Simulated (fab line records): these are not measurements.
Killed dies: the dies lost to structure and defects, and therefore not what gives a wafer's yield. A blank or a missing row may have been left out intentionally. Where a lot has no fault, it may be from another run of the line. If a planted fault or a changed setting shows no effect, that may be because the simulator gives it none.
A lot that was struck, set against a sound lot ; flow n5Finfet ; 14 steps out of a route of 1938
Sound: the wafers L156.2, L156.3, L156.5. Wafers L168.2, L168.5, L168.6 were the ones struck. Last of all comes the cause.
Order at every step that has rows: each side's tool, ch and its chambers, its first start. Under that, the readings that differ: sound wafers ; struck wafers ; difference of the means ; sigmas: that difference in standard deviations of wafers without a fault.
alike: readings whose means differ by less than 2 such deviations, and words and numbers that are the same on both sides. not compared: withheld readings, readings that some wafer has no value for, bounds like >300 that may hide the same value, and numbers for which the record gives no deviation and whose values overlap.
The two part at a step that has a row with sigmas, a row that says differs or no value, or rows on one side only. Numbers that have no deviation but don't overlap get no sigmas and don't part them. A reading that every wafer of one side lacks parts them only if that side has two wafers or more.

N5_BEOL_M4_ILD_DEP_00: deposits SiOC from DEMS/O2, target thk 79 nm, time 15.3 s.
  sound on pecvd-01 ch 0,2, day 7 22:23; struck on pecvd-04 ch 0,1,2, day 11 11:08
  alike: heaterPowerW, showerheadPlenumPTorr, throttleValvePct
N5_BEOL_M4_THK_MEAS_01:
  sound on filmMetro-01 at day 7 22:28; struck on filmMetro-02 at day 11 11:13
  alike: M4_ILD_THK
N5_BEOL_M4_PECVD_72: deposits SiO2 from TEOS/O2, target thk 16 nm, time 18 s.
  sound on pecvd-04 ch 0,1, day 7 22:30; struck on pecvd-04 ch 1,2, day 11 11:14
  alike: heaterPowerW, showerheadPlenumPTorr, throttleValvePct
N5_BEOL_M4_HM_DEP_02: deposits TiN, target thk 20 nm.
  sound on pvdSputter-01 at day 7 23:33; struck on pvdSputter-02 at day 11 12:15
  alike: throttleValvePct
then, 8 steps without rows for these wafers: N5_BEOL_M4_COAT_61 (time 60 s, resist thk 60 nm); N5_BEOL_M4_COAT_62 (time 60 s, resist thk 12 nm); N5_BEOL_M4_COAT_73 (time 60 s, resist thk 5 nm); N5_BEOL_M4_COAT_05 (resist thk 30 nm); N5_BEOL_M4_EBR_07; N5_BEOL_M4_SOFTBAKE_06 (time 60 s); N5_BEOL_M4_EXPOSE_08 (exposes mask M4); N5_BEOL_M4_PEB_09 (peb time 60 s).
N5_BEOL_M4_DEVELOP_10: develop time 30 s.
  sound on lithoTrack-02 ch 0, day 7 23:53; struck on lithoTrack-04, day 11 12:35
  no value came back on the struck wafers for chillPlateTempC (C), developTimeS (s); on the sound wafers chillPlateTempC (C) reads 22.91 22.99 23.09
reading;sound;struck;difference;sigmas
model.CAR-EUV_of_BEOL_M4_COAT_05.thkNm (nm);29.4 29.6 29.4;30 30 30;+1;
N5_BEOL_M4_CD_MEAS_11: the cd target is 16.79 nm.
  sound on cdSem-03 ch 0, day 7 23:57; struck on cdSem-02 ch 0, day 11 12:39
reading;sound;struck;difference;sigmas
cdNm (nm);16.82 16.67 16.70;- - -;no value on the struck wafers;

## WHERE THEY PART
Last at N5_BEOL_M4_CD_MEAS_11 as far as this record goes, first at N5_BEOL_M4_DEVELOP_10.

WHY: what had been put in by the simulator
Step skipped in full: lithoTrack-04, at N5_BEOL_M4_DEVELOP_10, from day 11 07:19 onward. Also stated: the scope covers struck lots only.
